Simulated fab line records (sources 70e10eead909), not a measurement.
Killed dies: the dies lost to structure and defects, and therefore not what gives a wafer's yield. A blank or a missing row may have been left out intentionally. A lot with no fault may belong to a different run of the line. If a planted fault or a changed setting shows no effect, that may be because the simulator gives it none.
Which tool did it? | flow nand harc | 33 wafers from 11 lots sampled at 3 of the route's 1159 steps

## WHAT EACH GAUGE READ, for each wafer
NHARC_P_M0_CD_MEAS_09 targets a cd of 90 nm.
lot  | measured     | on        | cd nm (nm)
L103 | day 6 06:04  | cd sem-01 | 89.8 89.9 90.1
L105 | day 6 07:43  | cd sem-03 | 90.6 90.4 90.0
L106 | day 7 03:50  | cd sem-03 | 89.8 90.3 89.5
L108 | day 7 16:11  | cd sem-02 | 90.3 90.2 90.6
L109 | day 7 21:02  | cd sem-03 | 90.0 89.2 90.8
L111 | day 8 03:49  | cd sem-01 | 89.6 89.4 89.3
L116 | day 9 03:07  | cd sem-01 | - - -
L117 | day 9 22:56  | cd sem-03 | - - -
L120 | day 10 07:01 | cd sem-01 | 89.6 90.2 90.0
L125 | day 11 05:32 | cd sem-01 | 89.8 90.9 89.7
L124 | day 11 05:41 | cd sem-03 | 89.0 89.7 89.8

## EACH LOT AND THE TOOL THAT RAN IT (in order: tool; ch and the chambers of the sampled wafers; start)
lot  | NHARC_P_CONTACT_DESCUM_17          | NHARC_P_M0_PEB_07
L103 | rie diel-06 ch 1,3, day 5 20:28    | litho track-06 ch 0, day 6 05:59
L105 | rie diel-06 ch 1,2,3, day 6 03:30  | litho track-01 ch 0, day 6 07:38
L106 | rie diel-09 ch 1,2, day 6 23:50    | litho track-06 ch 0, day 7 03:45
L108 | rie diel-06 ch 0,2,3, day 7 11:03  | litho track-04 ch 0, day 7 16:06
L109 | rie diel-09 ch 2,3, day 7 13:17    | litho track-01 ch 0, day 7 20:58
L111 | rie diel-06 ch 1,2, day 7 17:49    | litho track-06 ch 0, day 8 03:44
L116 | rie diel-06 ch 0,2,3, day 8 19:52  | litho track-06 ch 0, day 9 03:02
L117 | rie diel-09 ch 0,2,3, day 9 15:28  | litho track-06 ch 0, day 9 22:50
L120 | rie diel-09 ch 1,2,3, day 10 00:50 | litho track-04 ch 0, day 10 06:56
L125 | rie diel-09 ch 1,3, day 11 00:34   | litho track-04 ch 0, day 11 05:28
L124 | rie diel-05 ch 0,1,2, day 11 01:16 | litho track-01 ch 0, day 11 05:37
- NHARC_P_CONTACT_DESCUM_17: chemistry O2, time 3 s.
- NHARC_P_M0_PEB_07: peb time 65 s.

## THE ANSWER, worked out from the rows above alone
Rule: usual is defined by the lots themselves. Put in order of their means at a reading, lots are off if they are a third of the lots or fewer, leave a main group of 4 or more, and stand apart from it by a gap of 3 or more times the standard deviation of the main group's means; of several such gaps the widest counts. Not used: any main group whose means are identical at the precision the tables above print for the reading. Also off: a lot with no number at a reading for which 4 or more lots have one. Where the step has rows for the other lots, those lots are counted as sound.
Off at NHARC_P_M0_CD_MEAS_09 (cd nm): L116, L117. Without a number there: L116, L117. Main group: mean 89.9 nm, sd 0.3.
If a tool, at a process step before that reading, ran all the lots that are off and no sound lot after the first of them, it fits. Gauges at NHARC_P_M0_CD_MEAS_09: tried the same way as those tools. One fits: NHARC_P_M0_PEB_07 on litho track-06. Its last sound lot is L111 (day 8 03:44), its first lot that is off L116 (day 9 03:02): a fault that began between those two fits.

## WHAT THE SIMULATOR HAD INSERTED
Drift in process parameters on litho track-06 at NHARC_P_M0_PEB_07, starting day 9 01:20. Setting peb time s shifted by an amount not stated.
Struck lots among those shown: L116, L117. The rule above found the same.
